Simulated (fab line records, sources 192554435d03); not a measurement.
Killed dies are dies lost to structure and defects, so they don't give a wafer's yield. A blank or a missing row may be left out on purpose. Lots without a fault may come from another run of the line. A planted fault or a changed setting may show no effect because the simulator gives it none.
A struck lot beside a sound one | flow n5_finfet | 15 steps out of a route of 1938
Sound: wafers L327.1, L327.3, L327.5. Struck: wafers L330.2, L330.4, L330.6. The cause comes at the end.
At each step with rows: each side's tool, then ch and its chambers, then its first start. Under that, the readings that differ: sound wafers | struck wafers | difference of the means | sigmas: that difference in standard deviations of wafers without a fault.
alike: readings whose means differ by less than 2 such deviations, and words and numbers that are the same on both sides. not compared: withheld readings, readings that some wafer has no value for, bounds like >300 that may hide the same value, and numbers for which the record gives no deviation and whose values overlap.
The two part at a step that has a row with sigmas, a row that says differs or no value, or rows on one side only. Numbers that don't overlap but have no deviation are shown without sigmas and don't part them. A reading that every wafer of one side lacks parts them only if that side has two wafers or more.

first, 8 steps without rows for these wafers: N5_BEOL_M12_COAT_66 (time 60 s, resist thk 110 nm); N5_BEOL_M12_COAT_22 (resist thk 300 nm); N5_BEOL_M12_EBR_24; N5_BEOL_M12_SOFTBAKE_23 (time 60 s); N5_BEOL_M12_EXPOSE_25 (exposes mask M12); N5_BEOL_M12_PEB_26 (peb time 90 s); N5_BEOL_M12_DEVELOP_27 (develop time 45 s); N5_BEOL_M12_HARDBAKE_32 (time 120 s).
N5_BEOL_M12_CD_MEAS_28: target cd 160.2 nm.
  sound on cd_sem-01 ch 0, day 12 13:53; struck on cd_sem-03 ch 0, day 13 14:11
  alike: cd_nm
N5_BEOL_M12_OVL_MEAS_29:
  sound on overlay-02 ch 0, day 12 13:55; struck on overlay-01 ch 0, day 13 14:13
  alike: M12_OVL
N5_BEOL_M12_INSPECT_30: inspects for defects (macro).
  sound on defect_inspect-02, day 12 13:57; struck on defect_inspect-02, day 13 14:14
  alike: raw_defect_count
N5_BEOL_M12_DESCUM_33: chemistry O2, time 7.9 s.
  sound on rie_diel-05 ch 0,1, day 12 13:59; struck on rie_diel-06 ch 0,1, day 13 14:43
  reading                | sound             | struck            | difference | sigmas
  throttle_valve_pct (%) | 20.19 20.18 20.18 | 20.66 20.64 20.60 | +0.45      | +2
  alike: drypump_motor_current_A, oes_product_au, rf_fwd_power_W, rf_vpp_V, showerhead_plenum_p_Torr, temp_c
  not compared: rf_hours_counter_h
N5_BEOL_M12_ETCH_67: etches SiARC in CF4, target depth 143 nm, time 238.3 s.
  sound on rie_diel-05 ch 0,1, day 12 14:01; struck on rie_diel-06 ch 0,1, day 13 14:46
  reading               | sound             | struck            | difference | sigmas
  etch_rf_on_time_s (s) | 237 241 239       | 194 194 198       | -44        | -13
  rf_fwd_power_W (W)    | 538.4 543.2 543.2 | 674.6 675.3 674.0 | +133.0     | +74
  rf_vpp_V (V)          | 184.8 182.5 183.7 | 170.9 172.0 171.4 | -12.2      | -10
  alike: drypump_motor_current_A, oes_product_au, showerhead_plenum_p_Torr, throttle_valve_pct
  not compared: rf_hours_counter_h
N5_BEOL_M12_ETCH_68: etches SOC in N2/H2, time 285 s.
  sound on rie_diel-05 ch 0,1, day 12 14:10; struck on rie_diel-06 ch 0,1, day 13 14:54
  alike: drypump_motor_current_A, oes_product_au, rf_fwd_power_W, rf_vpp_V, showerhead_plenum_p_Torr, temp_c, throttle_valve_pct
  not compared: rf_hours_counter_h
N5_PASSIVATION_PROBE_49:
  the record has rows for the struck wafers here (prober-02, day 15 02:38) and none for the sound ones

WHERE THEY PART
First at N5_BEOL_M12_DESCUM_33; last, within this record, at N5_PASSIVATION_PROBE_49.

WHY: what the simulator had put in
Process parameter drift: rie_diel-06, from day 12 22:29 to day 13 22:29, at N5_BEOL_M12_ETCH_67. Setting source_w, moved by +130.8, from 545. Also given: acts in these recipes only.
